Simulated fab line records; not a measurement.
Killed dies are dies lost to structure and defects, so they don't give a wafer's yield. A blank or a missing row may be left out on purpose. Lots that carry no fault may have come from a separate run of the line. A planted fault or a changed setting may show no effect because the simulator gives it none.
fab line records	flow n5Finfet
[record] lots = 24	wafers = 72	lastDay = 17
route steps=1938 shown BEOL_M0@716 BEOL_M1@767
lots that met no fault: from a run of the same line without faults
startH: start of the lot's first displayed wafer, in hours after the record's first day	waitH: hours since the lot's step before	" the same as in the row above	L1.1+2: a single row standing in for several wafers	- either no value or no given start	* or withheld: withheld	< > ~ a bound
route shown NAME@n: names a module that has steps shown in the file, with the first one's number in the route	usual: mean/standard deviation taken from wafers without a fault	same: alike in all rows	chamber/n: place in a boat	sites: readings site by site	_std_site: their standard deviation	_edge_site: outer sites' mean less inner sites'	radiusMm: for every site, how far away it sits from the centre of the wafer	mask NAME#n: copy n	behind: the last tool/chamber to shape the wafer	hold: the reason the lot was held/the length of the hold in hours/how it ended	device: names the non-switching transistor (n, p or np)	end of line: tests run on the same wafers once the route is complete	a step with no rows: only its recipe	killed: at the first sort, the dies lost to defects and structure; wafer yield is something else	map: dies across one wafer; x = killed, . = not, _ = none there
set.NAME: the setting the step ran with; set.NAME@STEP: the setting that earlier step ran with	model.NAME: the simulator's own value behind a step, which no gauge read
a sample of lots followed through the steps of the route, with each step as a table and each wafer as a row
services: from which hour (startH, from the record's first day; less than 0 if before it) a tool's chamber was out of use, for how many hours, and why
[[steps]]
[step N5_BEOL_M0_HM_OPEN_105]
[recipe] chemistry = Cl2/BCl3	targetDepthA = 120	target = TiN	ionEnergyEv = 150	pressureMtorr = 10	icpW = 1000	biasW = 126	Cl2_flow_sccm = 53.25	bcl3FlowSccm = 21.75	Ar_flow_sccm = 25
[usual] biasW = 126.0/0.32	drypumpMotorCurrentA = 5.5/0.49	oesProductAu = 0.77/0.12	throttleValvePct = 22.0/0.3
lot.wafer	tool	chamber	startH	waitH	biasW	drypumpMotorCurrentA	oesProductAu	rfHoursCounterH	throttleValvePct
L074.1	rieMetal-01	0	115.25	0.4	125.8	5.9	0.82	17	22.1
L074.4	"	0	"	"	126.3	5.9	0.82	-	22.1
L074.6	"	0	"	"	125.9	5.9	0.82	-	22.1
L075.1	rieMetal-03	1	126.63	1.6	126.6	4.8	0.90	11	21.7
L075.2	"	0	"	"	126.2	6.4	0.89	7	21.4
L075.4	"	1	"	"	126.0	4.8	0.90	-	21.7
L076.1	rieMetal-02	0	128.98	0.1	126.3	5.4	0.65	96	22.3
L076.3	"	1	"	"	126.2	5.6	0.63	-	22.0
L076.5	"	0	"	"	126.4	5.3	0.65	-	22.3
L077.2	rieMetal-02	1	132.94	0.1	126.1	5.6	0.64	108	22.1
L077.3	"	0	"	"	126.1	5.4	0.65	-	22.3
L077.4	"	1	"	"	126.4	5.6	0.64	-	22.0
L078.1	rieMetal-03	1	136.94	0.1	126.6	4.8	0.90	12	21.7
L078.3	"	0	"	"	126.1	6.4	0.88	-	21.4
L078.5	"	0	"	"	126.0	6.4	0.88	-	21.4
L079.1	rieMetal-02	0	145.71	0.8	125.9	5.4	0.65	97	22.3
L079.2	"	1	"	"	125.8	5.6	0.64	108	22.0
L079.4	"	0	"	"	126.1	5.4	0.65	-	22.3
L080.2	rieMetal-01	0	150.11	0.1	125.9	5.9	0.81	21	22.1
L080.4	"	1	"	"	126.0	5.1	0.92	-	21.9
L080.5	"	1	"	"	125.2	5.1	0.92	-	21.9
L081.1	rieMetal-02	1	156.61	0.3	126.4	5.6	0.63	109	22.1
L081.5	"	1	"	"	125.8	5.6	0.63	-	22.0
L081.6	"	0	"	"	125.6	5.3	0.65	-	22.3
L082.1	rieMetal-03	0	159.61	0.5	126.0	6.4	0.87	10	21.4
L082.4	"	1	"	"	126.1	4.8	0.89	-	21.7
L082.6	"	0	"	"	126.1	6.4	0.87	-	21.4
L083.2	rieMetal-03	1	167.96	0.3	125.9	4.8	0.89	15	21.7
L083.4	"	0	"	"	125.4	6.4	0.87	-	21.4
L083.6	"	0	"	"	126.0	6.4	0.87	-	21.4
L084.1	rieMetal-02	0	181.00	0.1	125.8	5.4	0.65	100	22.3
L084.2	"	1	"	"	126.3	5.6	0.63	111	22.0
L084.3	"	0	"	"	125.7	5.4	0.64	-	22.4
L085.2	rieMetal-01	1	187.81	0.2	125.6	5.1	0.90	12	22.0
L085.3	"	0	"	"	125.7	5.9	0.79	-	22.2
L085.6	"	1	"	"	125.2	5.1	0.89	-	21.9
L087.1	rieMetal-02	0	193.53	0.6	125.9	5.4	0.65	101	22.3
L087.2	"	1	"	"	126.3	5.6	0.62	112	22.1
L087.5	"	1	"	"	126.1	5.6	0.63	-	22.1
L086.3	rieMetal-03	0	193.64	5.2	126.3	6.4	0.86	-	21.4
L086.4	"	1	"	"	126.3	4.8	0.88	-	21.7
L086.6	"	0	"	"	125.9	6.4	0.86	-	21.4
L088.3	rieMetal-01	0	197.21	1.5	126.0	5.9	0.79	-	22.2
L088.4	"	1	"	"	125.8	5.1	0.89	-	22.0
L088.6	"	1	"	"	126.1	5.1	0.89	-	22.0
L089.1	rieMetal-02	1	207.78	2.4	125.7	5.6	0.62	114	22.1
L089.3	"	1	"	"	125.7	5.6	0.62	-	22.1
L089.4	"	0	"	"	126.1	5.4	0.63	-	22.4
L090.2	rieMetal-03	1	208.21	0.5	126.1	4.9	0.87	19	21.7
L090.5	"	1	"	"	126.2	4.9	0.87	-	21.7
L090.6	"	0	"	"	126.3	6.4	0.86	-	21.5
L091.1	rieMetal-03	1	219.77	1.5	126.9	4.8	0.86	20	21.7
L091.4	"	0	"	"	125.7	6.4	0.86	-	21.4
L091.5	"	1	"	"	126.9	4.8	0.86	-	21.7
L092.1	rieMetal-01	1	223.04	0.2	126.1	5.1	0.88	15	21.9
L092.2	"	0	"	"	125.8	5.9	0.78	28	22.2
L092.5	"	0	"	"	126.1	5.9	0.78	-	22.2
L093.1	rieMetal-03	0	226.27	0.4	126.0	6.4	0.84	14	21.4
L093.3	"	0	"	"	125.7	6.4	0.85	-	21.5
L093.4	"	1	"	"	125.4	4.8	0.87	-	21.7
L095.1	rieMetal-02	0	239.04	0.1	126.6	5.4	0.63	104	22.4
L095.2	"	1	"	"	126.3	5.6	0.62	116	22.1
L095.3	"	1	"	"	126.1	5.6	0.61	-	22.1
L094.2	rieMetal-01	1	243.25	0.1	126.2	5.1	0.87	17	22.0
L094.3	"	1	"	"	126.4	5.1	0.87	-	22.0
L094.6	"	1	"	"	126.4	5.1	0.87	-	21.9
L096.1	rieMetal-02	1	247.18	0.1	126.0	5.6	0.62	117	22.1
L096.4	"	0	"	"	126.5	5.4	0.64	-	22.3
L096.5	"	0	"	"	126.4	5.4	0.64	-	22.3
L097.2	rieMetal-02	0	251.74	2.3	125.6	5.4	0.64	106	22.3
L097.4	"	0	"	"	126.4	5.4	0.63	-	22.4
L097.5	"	0	"	"	125.6	5.4	0.62	-	22.4
[step N5_BEOL_M0_OCD_MEAS_108]
[usual] trenchDepthNm = 33.2/0.76
lot.wafer	tool	chamber	startH	waitH	trenchDepthNm
L074.1	ocd-02	-	115.72	0.1	33.3
L074.4	"	-	"	"	33.0
L074.6	"	-	"	"	34.4
L075.1	ocd-01	-	127.12	0.1	34.7
L075.2	"	-	"	"	34.1
L075.4	"	-	"	"	33.9
L076.1	ocd-01	-	130.19	0.1	33.1
L076.3	"	-	"	"	33.7
L076.5	"	-	"	"	34.0
L077.2	ocd-02	-	133.40	0.1	32.6
L077.3	"	-	"	"	33.9
L077.4	"	-	"	"	33.1
L078.1	ocd-02	-	137.40	0.1	33.1
L078.3	"	-	"	"	32.0
L078.5	"	-	"	"	32.9
L079.1	ocd-01	-	146.50	0.1	33.3
L079.2	"	-	"	"	32.4
L079.4	"	-	"	"	32.6
L080.2	ocd-02	-	150.62	0.1	33.9
L080.4	"	-	"	"	34.2
L080.5	"	-	"	"	33.0
L081.1	ocd-02	-	157.07	0.1	31.9
L081.5	"	-	"	"	32.7
L081.6	"	-	"	"	32.2
L082.1	ocd-01	-	160.18	0.1	33.2
L082.4	"	-	"	"	34.5
L082.6	"	-	"	"	33.9
L083.2	ocd-02	-	168.96	0.1	33.2
L083.4	"	-	"	"	33.4
L083.6	"	-	"	"	33.0
L084.1	ocd-01	-	181.93	0.1	33.1
L084.2	"	-	"	"	33.5
L084.3	"	-	"	"	34.2
L085.2	ocd-02	-	188.42	0.1	32.9
L085.3	"	-	"	"	32.7
L085.6	"	-	"	"	33.7
L087.1	ocd-01	-	194.04	0.1	33.8
L087.2	"	-	"	"	31.8
L087.5	"	-	"	"	33.4
L086.3	ocd-01	-	194.11	0.1	33.3
L086.4	"	-	"	"	32.3
L086.6	"	-	"	"	34.6
L088.3	ocd-02	-	197.88	0.1	35.4
L088.4	"	-	"	"	33.5
L088.6	"	-	"	"	35.2
L089.1	ocd-01	-	208.31	0.1	32.7
L089.3	"	-	"	"	32.0
L089.4	"	-	"	"	32.7
L090.2	ocd-02	-	208.76	0.1	33.5
L090.5	"	-	"	"	33.5
L090.6	"	-	"	"	33.1
L091.1	ocd-01	-	220.97	0.1	32.5
L091.4	"	-	"	"	32.2
L091.5	"	-	"	"	32.7
L092.1	ocd-01	-	224.06	0.1	34.0
L092.2	"	-	"	"	32.7
L092.5	"	-	"	"	33.2
L093.1	ocd-01	-	228.44	0.1	32.5
L093.3	"	-	"	"	32.7
L093.4	"	-	"	"	33.2
L095.1	ocd-02	-	239.60	0.1	32.1
L095.2	"	-	"	"	33.5
L095.3	"	-	"	"	33.2
L094.2	ocd-01	-	243.71	0.1	33.4
L094.3	"	-	"	"	34.2
L094.6	"	-	"	"	33.7
L096.1	ocd-02	-	247.71	0.1	32.2
L096.4	"	-	"	"	32.5
L096.5	"	-	"	"	33.1
L097.2	ocd-01	-	252.38	0.1	32.2
L097.4	"	-	"	"	32.4
L097.5	"	-	"	"	32.8
[step N5_BEOL_M0_INSPECT_127]
[recipe] inspectInstrument = darkfield	mode = postDep
[usual] rawDefectCount = 68/20
lot.wafer	tool	chamber	startH	waitH	rawDefectCount
L074.1	defectInspect-02	-	119.91	0.0	56
L074.4	"	-	"	"	90
L074.6	"	-	"	"	121
L075.1	defectInspect-02	-	131.62	0.0	26
L075.2	"	-	"	"	65
L075.4	"	-	"	"	32
L076.1	defectInspect-02	-	134.25	0.0	92
L076.3	"	-	"	"	79
L076.5	"	-	"	"	98
L077.2	defectInspect-01	-	136.38	0.0	56
L077.3	"	-	"	"	74
L077.4	"	-	"	"	94
L078.1	defectInspect-02	-	139.86	0.0	69
L078.3	"	-	"	"	39
L078.5	"	-	"	"	55
L079.1	defectInspect-02	-	150.37	0.0	53
L079.2	"	-	"	"	74
L079.4	"	-	"	"	71
L080.2	defectInspect-02	-	154.35	0.0	48
L080.4	"	-	"	"	47
L080.5	"	-	"	"	50
L081.1	defectInspect-02	-	161.60	0.0	69
L081.5	"	-	"	"	50
L081.6	"	-	"	"	76
L082.1	defectInspect-01	-	165.79	0.0	104
L082.4	"	-	"	"	74
L082.6	"	-	"	"	112
L083.2	defectInspect-01	-	172.07	0.0	86
L083.4	"	-	"	"	90
L083.6	"	-	"	"	83
L084.1	defectInspect-02	-	184.67	0.0	89
L084.2	"	-	"	"	71
L084.3	"	-	"	"	62
L085.2	defectInspect-01	-	193.10	0.0	50
L085.3	"	-	"	"	85
L085.6	"	-	"	"	48
L087.1	defectInspect-02	-	196.66	0.0	88
L087.2	"	-	"	"	99
L087.5	"	-	"	"	109
L086.3	defectInspect-02	-	198.41	0.0	71
L086.4	"	-	"	"	46
L086.6	"	-	"	"	51
L088.3	defectInspect-01	-	202.05	0.0	81
L088.4	"	-	"	"	43
L088.6	"	-	"	"	54
L089.1	defectInspect-01	-	210.87	0.0	84
L089.3	"	-	"	"	59
L089.4	"	-	"	"	92
L090.2	defectInspect-01	-	212.03	0.0	62
L090.5	"	-	"	"	77
L090.6	"	-	"	"	49
L091.1	defectInspect-01	-	224.50	0.0	97
L091.4	"	-	"	"	74
L091.5	"	-	"	"	96
L092.1	defectInspect-02	-	229.10	0.0	85
L092.2	"	-	"	"	63
L092.5	"	-	"	"	50
L093.1	defectInspect-01	-	232.58	0.0	47
L093.3	"	-	"	"	48
L093.4	"	-	"	"	62
L095.1	defectInspect-01	-	242.61	0.0	55
L095.2	"	-	"	"	57
L095.3	"	-	"	"	41
L094.2	defectInspect-02	-	247.73	0.0	94
L094.3	"	-	"	"	108
L094.6	"	-	"	"	123
L096.1	defectInspect-02	-	251.88	0.0	43
L096.4	"	-	"	"	51
L096.5	"	-	"	"	48
L097.2	defectInspect-02	-	256.16	0.2	51
L097.4	"	-	"	"	54
L097.5	"	-	"	"	53
[step N5_BEOL_M1_DESCUM_16]
[recipe] chemistry = O2	timeS = 7	sourcePowerW = 50	biasPowerW = 20	pressureMtorr = 20	rfFrequencyHz = 2.712e+07	tempC = 40	resist = CAR-EUV	o2FlowSccm = 225
[usual] drypumpMotorCurrentA = 5.85/0.22	oesProductAu = 0.77/0.085	rfVppV = 243.0/1.5	showerheadPlenumPTorr = 2.09/0.088	tempC = 40.00/0.12	throttleValvePct = 20.57/0.21
lot.wafer	tool	chamber	startH	waitH	drypumpMotorCurrentA	oesProductAu	rfHoursCounterH	rfVppV	showerheadPlenumPTorr	tempC	throttleValvePct
L074.1	rieDiel-05	2	121.97	0.0	5.81	0.89	40	245.7	2.23	40.04	20.60
L074.4	"	1	"	"	5.68	0.70	223	243.5	2.08	39.94	20.51
L074.6	"	2	"	"	5.85	0.90	-	243.7	2.24	39.97	20.60
L075.1	rieDiel-04	1	132.80	0.0	6.00	0.85	64	243.0	2.04	40.02	20.13
L075.2	"	0	"	"	5.59	0.73	174	241.1	1.99	40.08	20.44
L075.4	"	3	"	"	6.22	0.75	162	242.3	2.08	40.14	20.68
L076.1	rieDiel-03	0	135.43	0.0	6.25	0.75	163	242.0	2.10	40.04	20.73
L076.3	"	1	"	"	5.64	0.77	157	241.7	2.01	39.95	20.49
L076.5	"	2	"	"	5.71	0.77	-	243.5	2.20	39.85	20.59
L077.2	rieDiel-04	1	138.30	0.2	6.00	0.87	66	242.0	2.04	40.00	20.15
L077.3	"	3	"	"	6.21	0.76	164	242.7	2.08	40.07	20.67
L077.4	"	2	"	"	5.62	0.70	242	240.6	1.97	39.96	20.42
L078.1	rieDiel-03	0	141.57	0.0	6.27	0.74	165	245.1	2.10	39.88	20.76
L078.3	"	3	"	"	5.81	0.68	242	242.6	1.98	39.89	20.55
L078.5	"	0	"	"	6.27	0.73	-	244.4	2.10	40.00	20.74
L079.1	rieDiel-03	2	151.08	0.0	5.69	0.77	142	243.8	2.20	39.75	20.62
L079.2	"	3	"	"	5.76	0.67	244	242.6	1.98	40.13	20.55
L079.4	"	1	"	"	5.59	0.76	162	241.6	2.01	40.00	20.51
L080.2	rieDiel-03	1	158.17	0.0	5.60	0.77	165	241.9	2.01	40.12	20.51
L080.4	"	3	"	"	5.80	0.67	246	242.0	1.98	40.03	20.54
L080.5	"	0	"	"	6.26	0.73	-	243.6	2.09	40.02	20.74
L081.1	rieDiel-05	3	164.33	0.0	6.00	0.76	146	242.4	2.01	40.22	20.57
L081.5	"	0	"	"	5.82	0.69	-	243.7	2.07	40.13	20.87
L081.6	"	3	"	"	6.01	0.75	-	240.8	2.01	40.24	20.58
L082.1	rieDiel-03	1	169.36	0.1	5.61	0.76	168	241.1	2.01	40.04	20.51
L082.4	"	2	"	"	5.69	0.77	148	244.7	2.19	39.95	20.61
L082.6	"	1	"	"	5.58	0.76	-	241.4	2.01	39.81	20.51
L083.2	rieDiel-04	0	173.76	0.2	5.58	0.72	185	242.2	1.99	40.07	20.45
L083.4	"	0	"	"	5.58	0.72	-	243.6	1.99	39.96	20.45
L083.6	"	3	"	"	6.22	0.75	-	242.3	2.08	39.88	20.71
L084.1	rieDiel-05	3	185.55	0.0	5.98	0.75	152	240.7	2.01	40.18	20.58
L084.2	"	2	"	"	5.80	0.87	57	245.4	2.23	40.07	20.64
L084.3	"	0	"	"	5.81	0.68	228	242.5	2.07	39.86	20.86
L085.2	rieDiel-03	0	194.80	0.0	6.28	0.73	184	242.3	2.09	39.90	20.76
L085.3	"	2	"	"	5.69	0.76	159	246.1	2.19	39.90	20.64
L085.6	"	1	"	"	5.59	0.75	-	242.8	2.01	39.98	20.53
L087.1	rieDiel-05	1	198.57	0.0	5.67	0.68	246	242.6	2.07	39.90	20.55
L087.2	"	2	"	"	5.82	0.86	61	245.5	2.23	40.22	20.63
L087.5	"	3	"	"	5.98	0.74	-	241.2	2.00	39.93	20.58
L086.3	rieDiel-03	2	199.24	0.0	5.69	0.76	160	244.3	2.19	40.28	20.64
L086.4	"	1	"	"	5.59	0.75	180	241.0	2.00	40.09	20.55
L086.6	"	2	"	"	5.69	0.75	-	243.9	2.19	40.04	20.65
L088.3	rieDiel-03	0	204.23	0.0	6.26	0.72	187	241.9	2.09	39.87	20.77
L088.4	"	1	"	"	5.61	0.75	182	243.3	2.00	39.73	20.55
L088.6	"	3	"	"	5.79	0.99	-	245.9	2.24	39.97	20.12
L089.1	rieDiel-05	3	211.88	0.2	5.97	0.73	161	242.0	2.00	40.33	20.59
L089.3	"	0	"	"	5.81	0.68	235	241.8	2.06	40.04	20.86
L089.4	"	0	"	"	5.80	0.67	-	241.9	2.06	39.85	20.88
L090.2	rieDiel-05	3	214.18	0.0	6.01	0.74	161	242.4	2.00	39.75	20.59
L090.5	"	2	"	"	5.83	0.85	-	247.1	2.23	40.05	20.63
L090.6	"	0	"	"	5.81	0.68	-	244.2	2.06	40.13	20.88
L091.1	rieDiel-04	1	227.38	0.0	6.00	0.84	92	242.8	2.03	39.93	20.18
L091.4	"	3	"	"	6.23	0.73	188	242.9	2.08	40.07	20.71
L091.5	"	3	"	"	6.24	0.73	-	243.3	2.08	39.97	20.71
L092.1	rieDiel-05	2	230.73	0.1	5.84	0.85	73	244.3	2.22	39.93	20.65
L092.2	"	3	"	"	6.01	0.74	168	241.8	2.00	39.95	20.61
L092.5	"	2	"	"	5.84	0.85	-	244.6	2.22	40.09	20.65
L093.1	rieDiel-03	2	233.34	0.0	5.72	0.74	170	244.0	2.19	39.99	20.65
L093.3	"	0	"	"	6.28	0.71	196	241.9	2.08	40.00	20.78
L093.4	"	3	"	"	5.78	0.93	12	246.0	2.24	40.12	20.14
L095.1	rieDiel-05	2	243.74	0.0	5.81	0.85	79	244.6	2.22	39.95	20.65
L095.2	"	1	"	"	5.66	1.00	4	242.6	2.07	40.02	20.18
L095.3	"	3	"	"	5.98	0.74	173	240.8	2.00	40.06	20.62
L094.2	rieDiel-05	3	249.03	0.1	5.99	0.73	175	241.9	2.00	39.92	20.62
L094.3	"	1	"	"	5.68	0.98	6	242.1	2.07	39.93	20.17
L094.6	"	3	"	"	6.00	0.73	-	240.6	2.00	40.02	20.61
L096.1	rieDiel-03	0	253.04	0.0	6.28	0.71	203	242.2	2.08	40.11	20.79
L096.4	"	3	"	"	5.81	0.92	18	244.8	2.23	40.06	20.15
L096.5	"	3	"	"	5.79	0.92	-	245.0	2.23	39.93	20.17
L097.2	rieDiel-05	3	257.73	0.0	6.00	0.73	178	241.0	2.00	40.04	20.63
L097.4	"	3	"	"	6.01	0.73	-	242.0	2.00	39.94	20.62
L097.5	"	2	"	"	5.79	0.84	-	245.7	2.22	40.04	20.67
[step N5_BEOL_M1_STRIP_19]
[recipe] chemistry = O2	powerW = 400	tempC = 40	pressureMtorr = 30	rfFrequencyHz = 6e+07	biasPowerW = 0	overashFraction = 0.2	o2FlowSccm = 225
[usual] drypumpMotorCurrentA = 5.85/0.23	oesProductAu = 0.78/0.084	rfVppV = 3.7/0.48	showerheadPlenumPTorr = 2.08/0.087	tempC = 39.99/0.11	throttleValvePct = 16.75/0.24
[same] overashFraction = 0.2
lot.wafer	tool	chamber	startH	waitH	drypumpMotorCurrentA	oesProductAu	rfHoursCounterH	rfVppV	showerheadPlenumPTorr	tempC	throttleValvePct
L074.1	rieDiel-04	3	122.33	0.1	6.22	0.77	159	3.6	2.09	39.98	16.90
L074.4	"	1	"	"	5.99	0.88	61	3.4	2.04	39.90	16.36
L074.6	"	3	"	"	6.22	0.76	-	3.2	2.09	40.03	16.91
L075.1	rieDiel-03	1	133.16	0.1	5.56	0.77	157	3.6	2.02	40.13	16.77
L075.2	"	3	"	"	5.78	0.68	239	3.5	1.98	40.06	16.82
L075.4	"	2	"	"	5.71	0.77	137	3.1	2.20	39.87	16.83
L076.1	rieDiel-04	3	135.96	0.3	6.24	0.76	163	3.3	2.09	40.18	16.90
L076.3	"	2	"	"	5.61	0.70	240	2.5	1.97	40.03	16.73
L076.5	"	3	"	"	6.22	0.75	-	2.9	2.09	39.97	16.93
L077.2	rieDiel-03	1	138.66	0.1	5.61	0.76	159	3.6	2.02	39.98	16.77
L077.3	"	0	"	"	6.26	0.73	165	4.0	2.10	40.09	16.95
L077.4	"	3	"	"	5.79	0.68	241	3.5	1.98	39.92	16.83
L078.1	rieDiel-04	0	141.92	0.1	5.54	0.73	177	3.6	1.99	39.86	16.68
L078.3	"	1	"	"	5.99	0.87	67	4.0	2.04	40.10	16.38
L078.5	"	2	"	"	5.59	0.69	-	3.4	1.97	40.08	16.73
L079.1	rieDiel-03	3	151.45	0.1	5.80	0.69	244	3.5	1.98	40.00	16.83
L079.2	"	1	"	"	5.57	0.77	162	5.0	2.02	40.06	16.78
L079.4	"	0	"	"	6.26	0.74	168	3.8	2.10	39.96	16.96
L080.2	rieDiel-05	3	158.53	0.1	6.00	0.76	144	3.2	2.01	40.30	16.85
L080.4	"	0	"	"	5.82	0.69	-	4.8	2.07	40.00	17.11
L080.5	"	1	"	"	5.68	0.70	-	3.6	2.08	39.95	16.79
L081.1	rieDiel-05	2	164.69	0.1	5.79	0.87	51	2.8	2.24	40.18	16.78
L081.5	"	0	"	"	5.81	0.69	-	3.7	2.07	39.75	17.10
L081.6	"	3	"	"	5.99	0.76	-	3.9	2.01	40.02	16.86
L082.1	rieDiel-04	1	169.73	0.1	6.00	0.85	76	3.6	2.04	39.85	16.38
L082.4	"	3	"	"	6.22	0.75	-	4.1	2.08	40.03	16.92
L082.6	"	1	"	"	6.00	0.86	-	2.9	2.04	40.10	16.40
L083.2	rieDiel-05	2	174.14	0.1	5.81	0.88	53	3.9	2.23	40.18	16.78
L083.4	"	1	"	"	5.67	0.69	239	4.5	2.08	40.15	16.77
L083.6	"	0	"	"	5.82	0.69	-	3.5	2.07	40.11	17.11
L084.1	rieDiel-04	1	185.91	0.1	6.00	0.85	81	4.3	2.04	40.01	16.41
L084.2	"	0	"	"	5.48	0.72	190	3.2	1.99	39.94	16.70
L084.3	"	3	"	"	6.23	0.74	178	4.2	2.08	40.02	16.93
L085.2	rieDiel-05	2	195.16	0.1	5.83	0.86	60	3.2	2.23	39.89	16.80
L085.3	"	3	"	"	6.01	0.74	155	4.3	2.01	39.98	16.85
L085.6	"	2	"	"	5.83	0.87	-	3.9	2.23	40.02	16.79
L087.1	rieDiel-04	3	198.92	0.1	6.22	0.74	181	3.9	2.08	39.99	16.95
L087.2	"	1	"	"	6.02	0.85	84	4.2	2.04	40.01	16.42
L087.5	"	3	"	"	6.20	0.75	-	3.6	2.08	39.99	16.94
L086.3	rieDiel-04	1	199.69	0.1	6.02	0.85	84	3.7	2.04	39.99	16.40
L086.4	"	2	"	"	5.59	0.93	4	3.8	2.23	40.12	16.28
L086.6	"	3	"	"	6.21	0.74	-	4.1	2.08	39.84	16.95
L088.3	rieDiel-03	0	204.59	0.1	6.27	0.71	187	3.7	2.09	39.95	17.00
L088.4	"	1	"	"	5.59	0.74	182	4.5	2.01	40.01	16.83
L088.6	"	3	"	"	5.78	0.97	-	4.2	2.24	39.96	16.35
L089.1	rieDiel-05	3	212.24	0.1	6.00	0.74	161	2.9	2.01	40.07	16.87
L089.3	"	2	"	"	5.80	0.87	66	3.7	2.23	39.97	16.82
L089.4	"	2	"	"	5.83	0.86	-	2.9	2.23	40.29	16.80
L090.2	rieDiel-04	0	214.54	0.1	5.56	0.71	197	4.1	1.99	39.83	16.73
L090.5	"	3	"	"	6.22	0.73	-	3.7	2.08	39.90	16.96
L090.6	"	0	"	"	5.54	0.72	-	3.4	1.99	39.96	16.71
L091.1	rieDiel-04	1	227.74	0.1	6.02	0.83	92	4.1	2.03	39.98	16.42
L091.4	"	0	"	"	5.55	0.72	201	3.3	1.98	39.88	16.71
L091.5	"	2	"	"	5.61	0.91	-	3.8	2.23	40.08	16.30
L092.1	rieDiel-05	0	231.08	0.1	5.80	0.67	243	3.6	2.07	40.12	17.13
L092.2	"	2	"	"	5.83	0.85	74	3.5	2.23	39.87	16.82
L092.5	"	0	"	"	5.81	0.68	-	3.6	2.07	40.03	17.15
L093.1	rieDiel-04	2	233.77	0.2	5.64	0.90	12	3.9	2.23	40.05	16.30
L093.3	"	3	"	"	6.22	0.73	190	3.4	2.08	39.87	16.96
L093.4	"	0	"	"	5.54	0.72	203	3.7	1.98	40.02	16.71
L095.1	rieDiel-04	1	244.09	0.1	6.02	0.83	96	3.1	2.03	39.88	16.43
L095.2	"	2	"	"	5.63	0.90	15	4.1	2.22	39.92	16.31
L095.3	"	0	"	"	5.54	0.72	206	4.1	1.98	39.92	16.73
L094.2	rieDiel-05	0	249.39	0.1	5.82	0.67	250	3.6	2.06	40.05	17.15
L094.3	"	2	"	"	5.82	0.84	80	4.3	2.22	39.94	16.82
L094.6	"	3	"	"	6.01	0.73	-	4.2	2.00	39.98	16.91
L096.1	rieDiel-05	2	253.40	0.1	5.84	0.86	82	3.6	2.22	39.93	16.83
L096.4	"	2	"	"	5.84	0.83	-	4.0	2.22	40.16	16.84
L096.5	"	3	"	"	6.00	0.73	-	2.9	2.00	40.11	16.92
L097.2	rieDiel-05	1	258.09	0.1	5.67	0.96	9	3.2	2.07	40.21	16.37
L097.4	"	2	"	"	5.82	0.84	-	4.1	2.22	40.03	16.83
L097.5	"	1	"	"	5.67	0.96	-	3.9	2.07	40.11	16.36
[step N5_BEOL_M1_OVL_MEAS_29]
[recipe] pointsPerWafer = 522
[usual] V0_OVL = -0.5/0.7
lot.wafer	tool	chamber	startH	waitH	V0_OVL[nm]
L074.1	overlay-01	0	122.75	0.0	0.3
L074.4	"	0	"	"	-1.0
L074.6	"	0	"	"	-0.5
L075.1	overlay-02	0	133.70	0.0	-0.2
L075.2	"	0	"	"	0.7
L075.4	"	0	"	"	0.3
L076.1	overlay-02	0	136.38	0.0	0.2
L076.3	"	0	"	"	-0.5
L076.5	"	0	"	"	0.8
L077.2	overlay-01	0	139.21	0.0	-2.3
L077.3	"	0	"	"	-1.2
L077.4	"	0	"	"	-1.2
L078.1	overlay-02	0	142.47	0.0	-0.5
L078.3	"	0	"	"	-0.8
L078.5	"	0	"	"	-0.5
L079.1	overlay-01	0	152.00	0.0	-0.2
L079.2	"	0	"	"	-1.3
L079.4	"	0	"	"	0.4
L080.2	overlay-02	0	158.95	0.0	0.3
L080.4	"	0	"	"	0.8
L080.5	"	0	"	"	-1.1
L081.1	overlay-01	0	165.11	0.0	-0.7
L081.5	"	0	"	"	-1.6
L081.6	"	0	"	"	-1.3
L082.1	overlay-01	0	170.14	0.0	-0.2
L082.4	"	0	"	"	-1.1
L082.6	"	0	"	"	-1.6
L083.2	overlay-02	0	174.57	0.0	-1.3
L083.4	"	0	"	"	-2.0
L083.6	"	0	"	"	-1.0
L084.1	overlay-02	0	186.45	0.0	-1.5
L084.2	"	0	"	"	-0.7
L084.3	"	0	"	"	-1.3
L085.2	overlay-01	0	195.76	0.0	-0.4
L085.3	"	0	"	"	0.1
L085.6	"	0	"	"	0.2
L087.1	overlay-01	0	199.34	0.0	-0.4
L087.2	"	0	"	"	-0.2
L087.5	"	0	"	"	-0.7
L086.3	overlay-01	0	200.12	0.0	-0.5
L086.4	"	0	"	"	0.0
L086.6	"	0	"	"	-0.3
L088.3	overlay-02	0	205.02	0.0	-1.0
L088.4	"	0	"	"	-1.1
L088.6	"	0	"	"	0.5
L089.1	overlay-01	0	212.79	0.0	-1.7
L089.3	"	0	"	"	-1.5
L089.4	"	0	"	"	-1.7
L090.2	overlay-01	0	214.97	0.0	-1.2
L090.5	"	0	"	"	-1.1
L090.6	"	0	"	"	0.2
L091.1	overlay-01	0	228.16	0.0	-0.3
L091.4	"	0	"	"	-0.8
L091.5	"	0	"	"	-0.4
L092.1	overlay-01	0	231.63	0.0	-1.8
L092.2	"	0	"	"	-1.0
L092.5	"	0	"	"	-0.4
L093.1	overlay-01	0	234.19	0.0	-0.3
L093.3	"	0	"	"	0.0
L093.4	"	0	"	"	-0.5
L095.1	overlay-01	0	244.64	0.0	-0.7
L095.2	"	0	"	"	-0.9
L095.3	"	0	"	"	-1.2
L094.2	overlay-02	0	249.94	0.0	0.2
L094.3	"	0	"	"	-0.1
L094.6	"	0	"	"	-1.0
L096.1	overlay-02	0	253.94	0.0	-0.8
L096.4	"	0	"	"	-0.7
L096.5	"	0	"	"	-1.1
L097.2	overlay-02	0	258.52	0.0	-1.0
L097.4	"	0	"	"	-0.1
L097.5	"	0	"	"	-1.0
[[services]]
tool	chamber	startH	hours	kind
rieMetal-03	-	96.91	2.8	pm
rieDiel-05	-	97.29	2.8	pm
rieMetal-03	-	123.91	0.3	repair
rieDiel-05	2	156.09	5.9	repair
rieDiel-03	-	158.81	0.4	repair
rieDiel-04	2	166.33	-	clean
rieDiel-04	2	166.33	-	consumableReplace:esc
rieDiel-04	2	166.33	-	consumableReplace:focusRing
rieDiel-04	2	166.33	-	consumableReplace:showerhead
rieDiel-04	2	166.33	17.8	scheduledDown
rieDiel-04	2	166.33	17.8	ventCycle
rieMetal-02	-	166.55	2.8	pm
rieDiel-03	3	173.66	-	clean
rieMetal-01	1	176.03	10.8	repair
rieMetal-03	0	196.89	10.6	repair
rieDiel-05	1	210.42	-	clean
rieDiel-05	1	210.42	-	consumableReplace:focusRing
rieDiel-05	1	210.42	23.2	scheduledDown
rieDiel-05	1	210.42	23.2	ventCycle
rieMetal-02	0	221.71	10.9	repair
rieDiel-04	-	234.11	1.7	repair
rieDiel-04	0	248.92	19.3	repair
rieDiel-05	0	250.22	-	clean
rieDiel-05	0	250.22	-	consumableReplace:focusRing
[[key]]
fault none
